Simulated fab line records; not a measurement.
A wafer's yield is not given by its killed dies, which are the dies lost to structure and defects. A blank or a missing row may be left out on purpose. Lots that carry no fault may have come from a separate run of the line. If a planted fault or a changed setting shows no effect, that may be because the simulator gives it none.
What tool caused it? -- flow n5_finfet -- 24 lots, 72 wafers sampled, at 6 steps of a route of 1938

WHAT EACH GAUGE READ, for each wafer
N5_BEOL_M3_INSPECT_59: inspects for defects (darkfield).
lot,measured,on,raw_defect_count
L074,day 7 03:35,defect_inspect-01,70 59 44
L076,day 7 20:37,defect_inspect-02,47 33 45
L075,day 7 20:52,defect_inspect-01,67 74 96
L077,day 8 03:50,defect_inspect-01,96 65 82
L078,day 8 09:34,defect_inspect-01,111 105 87
L079,day 8 12:43,defect_inspect-01,78 67 40
L080,day 8 20:47,defect_inspect-02,80 115 93
L081,day 9 00:14,defect_inspect-02,53 67 107
L082,day 9 00:43,defect_inspect-02,51 114 87
L083,day 9 11:57,defect_inspect-02,38 72 31
L084,day 9 16:44,defect_inspect-02,56 80 81
L085,day 10 03:28,defect_inspect-02,40 46 43
L086,day 10 10:49,defect_inspect-02,41 89 54
L087,day 10 15:58,defect_inspect-01,45 69 42
L088,day 10 21:38,defect_inspect-02,94 59 60
L089,day 10 23:04,defect_inspect-02,62 74 127
L090,day 11 07:37,defect_inspect-02,64 89 64
L091,day 11 08:11,defect_inspect-01,33 59 39
L092,day 11 14:01,defect_inspect-02,95 66 56
L093,day 11 20:40,defect_inspect-02,66 47 81
L094,day 12 13:53,defect_inspect-02,28 63 72
L095,day 12 21:12,defect_inspect-02,67 79 61
L097,day 13 01:08,defect_inspect-01,61 40 50
L096,day 13 05:42,defect_inspect-01,86 97 162

TOOL THAT RAN EACH LOT (tool first, then ch and the chambers of the sampled wafers, then the start)
lot,N5_BEOL_M3_ALD_98,N5_BEOL_M3_ETCHBACK_99,N5_BEOL_M3_SPUTTER_88,N5_BEOL_M3_ANNEAL_91,N5_BEOL_M3_CO_CAP_55
L074,"ald_sin-03 ch 0,2,3, day 6 21:40","rie_diel-05 ch 0,1,2, day 6 23:23","pvd_sputter-02, day 7 01:37","pvd_sputter-02, day 7 01:55","cvd_co-02 ch 0,1,2, day 7 03:22"
L076,"ald_sin-03 ch 1,2,3, day 7 10:47","rie_diel-05 ch 1,2,3, day 7 16:20","pvd_sputter-03, day 7 18:38","pvd_sputter-03, day 7 18:56","cvd_co-02 ch 0,1, day 7 20:23"
L075,"ald_sin-04 ch 1,2,3, day 7 14:05","rie_diel-05 ch 1,2,3, day 7 16:48","pvd_sputter-01, day 7 18:52","pvd_sputter-01, day 7 19:10","cvd_co-01 ch 0,1, day 7 20:39"
L077,"ald_sin-04 ch 1,2, day 7 19:02","rie_diel-06 ch 0,1,3, day 7 21:36","pvd_sputter-03, day 8 01:53","pvd_sputter-03, day 8 02:11","cvd_co-01 ch 0,2, day 8 03:37"
L078,"ald_sin-02 ch 0,2,3, day 8 03:35","rie_diel-02 ch 0,1, day 8 03:42","pvd_sputter-01, day 8 07:37","pvd_sputter-01, day 8 07:55","cvd_co-01 ch 0,1, day 8 09:22"
L079,"ald_sin-04 ch 0,1,3, day 8 04:46","rie_diel-02 ch 0,2,3, day 8 08:10","pvd_sputter-02, day 8 10:35","pvd_sputter-02, day 8 10:53","cvd_co-01 ch 0,1,2, day 8 12:30"
L080,"ald_sin-04 ch 0,1,3, day 8 12:26","rie_diel-06 ch 1,2,3, day 8 16:21","pvd_sputter-03, day 8 18:46","pvd_sputter-03, day 8 19:04","cvd_co-02 ch 0,2, day 8 20:34"
L081,"ald_sin-04 ch 0,1,3, day 8 18:13","rie_diel-06 ch 0,2,3, day 8 19:53","pvd_sputter-03, day 8 22:17","pvd_sputter-03, day 8 22:35","cvd_co-01 ch 1,2, day 9 00:02"
L082,"ald_sin-03 ch 0,1,3, day 8 18:48","rie_diel-06 ch 1,2,3, day 8 20:29","pvd_sputter-01, day 8 22:46","pvd_sputter-01, day 8 23:04","cvd_co-02 ch 0,2, day 9 00:31"
L083,"ald_sin-02 ch 1,3, day 9 06:56","rie_diel-05 ch 1,3, day 9 07:38","pvd_sputter-03, day 9 10:00","pvd_sputter-03, day 9 10:18","cvd_co-02 ch 0,2, day 9 11:44"
L084,"ald_sin-04 ch 0,2, day 9 09:14","rie_diel-06 ch 0,1, day 9 11:39","pvd_sputter-02, day 9 14:34","pvd_sputter-02, day 9 14:52","cvd_co-01 ch 1,2, day 9 16:29"
L085,"ald_sin-04 ch 0,2,3, day 9 21:37","rie_diel-02 ch 0,1,2, day 9 22:56","pvd_sputter-03, day 10 01:31","pvd_sputter-03, day 10 01:49","cvd_co-01 ch 1,2, day 10 03:16"
L086,"ald_sin-02 ch 2,3, day 10 05:07","rie_diel-02 ch 0,1,3, day 10 06:25","pvd_sputter-03, day 10 08:50","pvd_sputter-03, day 10 09:08","cvd_co-01 ch 1,2, day 10 10:35"
L087,"ald_sin-03 ch 0,1,2, day 10 09:32","rie_diel-06 ch 2,3, day 10 10:58","pvd_sputter-02, day 10 14:00","pvd_sputter-02, day 10 14:18","cvd_co-02 ch 0,1,2, day 10 15:45"
L088,"ald_sin-03 ch 0,1,2, day 10 12:50","rie_diel-06 ch 0,3, day 10 15:23","pvd_sputter-02, day 10 19:41","pvd_sputter-02, day 10 19:59","cvd_co-02 ch 0,1,2, day 10 21:25"
L089,"ald_sin-04 ch 0,2, day 10 17:44","rie_diel-06 ch 1,2,3, day 10 18:45","pvd_sputter-03, day 10 21:07","pvd_sputter-03, day 10 21:25","cvd_co-02 ch 0,1, day 10 22:52"
L090,"ald_sin-02 ch 0,1, day 11 02:35","rie_diel-05 ch 0,1,2, day 11 03:15","pvd_sputter-01, day 11 05:31","pvd_sputter-01, day 11 05:49","cvd_co-01 ch 0,1,2, day 11 07:19"
L091,"ald_sin-04 ch 0,1,3, day 11 03:34","rie_diel-05 ch 0,1, day 11 03:55","pvd_sputter-02, day 11 06:13","pvd_sputter-02, day 11 06:31","cvd_co-02 ch 0,2, day 11 07:59"
L092,"ald_sin-03 ch 1,3, day 11 08:40","rie_diel-06 ch 0,3, day 11 09:07","pvd_sputter-02, day 11 12:03","pvd_sputter-02, day 11 12:21","cvd_co-02 ch 0,1,2, day 11 13:48"
L093,"ald_sin-03 ch 1,2,3, day 11 16:07","rie_diel-02 ch 2,3, day 11 16:23","pvd_sputter-03, day 11 18:42","pvd_sputter-03, day 11 19:00","cvd_co-02 ch 0,1, day 11 20:27"
L094,"ald_sin-03 ch 0,1,3, day 12 07:47","rie_diel-06 ch 1,2, day 12 09:34","pvd_sputter-02, day 12 11:56","pvd_sputter-02, day 12 12:14","cvd_co-02 ch 0,2, day 12 13:41"
L095,"ald_sin-02 ch 0,1,3, day 12 16:17","rie_diel-05 ch 0,1,2, day 12 16:32","pvd_sputter-01, day 12 19:14","pvd_sputter-01, day 12 19:32","cvd_co-02 ch 0,2, day 12 20:59"
L097,"ald_sin-04 ch 1,2,3, day 12 18:21","rie_diel-06 ch 0,2,3, day 12 20:01","pvd_sputter-02, day 12 23:05","pvd_sputter-02, day 12 23:23","cvd_co-02 ch 0,1,2, day 13 00:56"
L096,"ald_sin-03 ch 1,2,3, day 12 22:22","rie_diel-05 ch 0,2,3, day 13 01:01","pvd_sputter-02, day 13 03:32","pvd_sputter-02, day 13 03:52","cvd_co-02 ch 1,2, day 13 05:22"
- N5_BEOL_M3_ALD_98: deposits SiO2, target thk 2.5 nm, pulse time 1 s, co reactant pulse time 1 s.
- N5_BEOL_M3_ETCHBACK_99: etches SiO2 in CHF3, target depth 5 nm, time 10.4 s.
- N5_BEOL_M3_SPUTTER_88: material Cu, target thk 4.5 nm, time 8.29 s.
- N5_BEOL_M3_ANNEAL_91: time 240 s.
- N5_BEOL_M3_CO_CAP_55: material Co, precursor CCTBA/H2, target thk 2 nm, time 102.1 s.

WHAT THE TOOLS THEMSELVES READ (means of the sampled wafers that have a number; where no wafer has one, the mark that the record gives instead)
N5_BEOL_M3_ALD_98.
lot,tool,heater_power_w (W),precursor_pulse_height_rel
L074,ald_sin-03,77,0.992
L076,ald_sin-03,78,0.985
L075,ald_sin-04,77,1.016
L077,ald_sin-04,81,1.007
L078,ald_sin-02,70,0.993
L079,ald_sin-04,77,1.004
L080,ald_sin-04,78,1.000
L081,ald_sin-04,77,0.998
L082,ald_sin-03,79,0.995
L083,ald_sin-02,71,0.997
L084,ald_sin-04,80,0.992
L085,ald_sin-04,79,0.994
L086,ald_sin-02,70,1.012
L087,ald_sin-03,72,1.000
L088,ald_sin-03,73,1.007
L089,ald_sin-04,82,1.008
L090,ald_sin-02,80,1.003
L091,ald_sin-04,77,0.986
L092,ald_sin-03,79,0.993
L093,ald_sin-03,77,1.022
L094,ald_sin-03,77,1.005
L095,ald_sin-02,74,1.009
L097,ald_sin-04,79,1.006
L096,ald_sin-03,80,0.980

N5_BEOL_M3_ETCHBACK_99.
lot,tool,drypump_motor_current_A (A),oes_product_au (a.u.),rf_vpp_V (V),showerhead_plenum_p_Torr (Torr),throttle_valve_pct (%)
L074,rie_diel-05,5.6,0.87,240,2.22,16.94
L076,rie_diel-05,5.4,0.87,242,2.22,16.94
L075,rie_diel-05,5.4,0.87,242,2.22,16.93
L077,rie_diel-06,5.4,0.81,233,2.10,16.92
L078,rie_diel-02,5.7,0.77,235,2.11,16.96
L079,rie_diel-02,5.5,0.73,238,2.17,17.13
L080,rie_diel-06,5.3,0.76,230,2.12,16.97
L081,rie_diel-06,5.6,0.85,236,2.15,16.83
L082,rie_diel-06,5.3,0.76,230,2.12,16.96
L083,rie_diel-05,5.4,0.85,241,2.19,17.00
L084,rie_diel-06,5.0,0.76,233,2.15,17.07
L085,rie_diel-02,5.6,0.73,236,2.12,17.06
L086,rie_diel-02,5.5,0.74,236,2.16,17.05
L087,rie_diel-06,5.6,0.81,232,2.16,16.89
L088,rie_diel-06,5.7,0.87,240,2.13,16.82
L089,rie_diel-06,5.3,0.76,230,2.12,16.99
L090,rie_diel-05,5.6,0.82,240,2.21,16.99
L091,rie_diel-05,5.9,0.84,236,2.19,17.10
L092,rie_diel-06,5.8,0.82,233,2.06,16.84
L093,rie_diel-02,5.8,0.71,232,2.15,17.17
L094,rie_diel-06,4.9,0.90,229,2.16,16.82
L095,rie_diel-05,5.7,0.81,241,2.21,17.01
L097,rie_diel-06,5.7,0.82,236,2.14,16.89
L096,rie_diel-05,5.4,0.79,244,2.19,16.94

N5_BEOL_M3_SPUTTER_88.
lot,tool,throttle_valve_pct (%)
L074,pvd_sputter-02,29.4
L076,pvd_sputter-03,30.0
L075,pvd_sputter-01,29.9
L077,pvd_sputter-03,30.1
L078,pvd_sputter-01,29.7
L079,pvd_sputter-02,30.6
L080,pvd_sputter-03,29.2
L081,pvd_sputter-03,29.0
L082,pvd_sputter-01,30.6
L083,pvd_sputter-03,30.1
L084,pvd_sputter-02,28.9
L085,pvd_sputter-03,30.0
L086,pvd_sputter-03,29.4
L087,pvd_sputter-02,29.6
L088,pvd_sputter-02,29.5
L089,pvd_sputter-03,29.0
L090,pvd_sputter-01,29.2
L091,pvd_sputter-02,29.7
L092,pvd_sputter-02,29.0
L093,pvd_sputter-03,30.4
L094,pvd_sputter-02,30.3
L095,pvd_sputter-01,30.2
L097,pvd_sputter-02,29.8
L096,pvd_sputter-02,29.2

N5_BEOL_M3_ANNEAL_91.
lot,tool,heater_power_w (W)
L074,pvd_sputter-02,767
L076,pvd_sputter-03,799
L075,pvd_sputter-01,855
L077,pvd_sputter-03,824
L078,pvd_sputter-01,838
L079,pvd_sputter-02,764
L080,pvd_sputter-03,886
L081,pvd_sputter-03,906
L082,pvd_sputter-01,751
L083,pvd_sputter-03,751
L084,pvd_sputter-02,779
L085,pvd_sputter-03,775
L086,pvd_sputter-03,855
L087,pvd_sputter-02,710
L088,pvd_sputter-02,719
L089,pvd_sputter-03,930
L090,pvd_sputter-01,882
L091,pvd_sputter-02,831
L092,pvd_sputter-02,715
L093,pvd_sputter-03,791
L094,pvd_sputter-02,705
L095,pvd_sputter-01,794
L097,pvd_sputter-02,705
L096,pvd_sputter-02,835

N5_BEOL_M3_CO_CAP_55.
lot,tool,heater_power_w (W)
L074,cvd_co-02,233
L076,cvd_co-02,239
L075,cvd_co-01,221
L077,cvd_co-01,215
L078,cvd_co-01,231
L079,cvd_co-01,222
L080,cvd_co-02,243
L081,cvd_co-01,229
L082,cvd_co-02,246
L083,cvd_co-02,244
L084,cvd_co-01,224
L085,cvd_co-01,224
L086,cvd_co-01,229
L087,cvd_co-02,236
L088,cvd_co-02,239
L089,cvd_co-02,244
L090,cvd_co-01,224
L091,cvd_co-02,245
L092,cvd_co-02,236
L093,cvd_co-02,224
L094,cvd_co-02,243
L095,cvd_co-02,251
L097,cvd_co-02,237
L096,cvd_co-02,231

THE ANSWER, worked out from the rows above alone
Rule: usual is defined by the lots themselves. Put in order of their means at a reading, lots are off if they are a third of the lots or fewer, leave a main group of 4 or more, and stand apart from it by a gap of 3 or more times the standard deviation of the main group's means; of several such gaps the widest counts. Not used: any main group whose means are identical at the precision the tables above print for the reading. Also off: a lot with no number at a reading for which 4 or more lots have one. All remaining lots with rows at the step are treated as sound. Order of review: gauges by route order, followed by the tools' own readings, for which a lot's mean as printed above is used. The first step at which some lot is off is used, and at that step the reading that is off furthest; a lot without a number counts as furthest.
None of the lots is off at any reading shown; this tells nothing.

WHAT HAD BEEN PUT IN BY THE SIMULATOR
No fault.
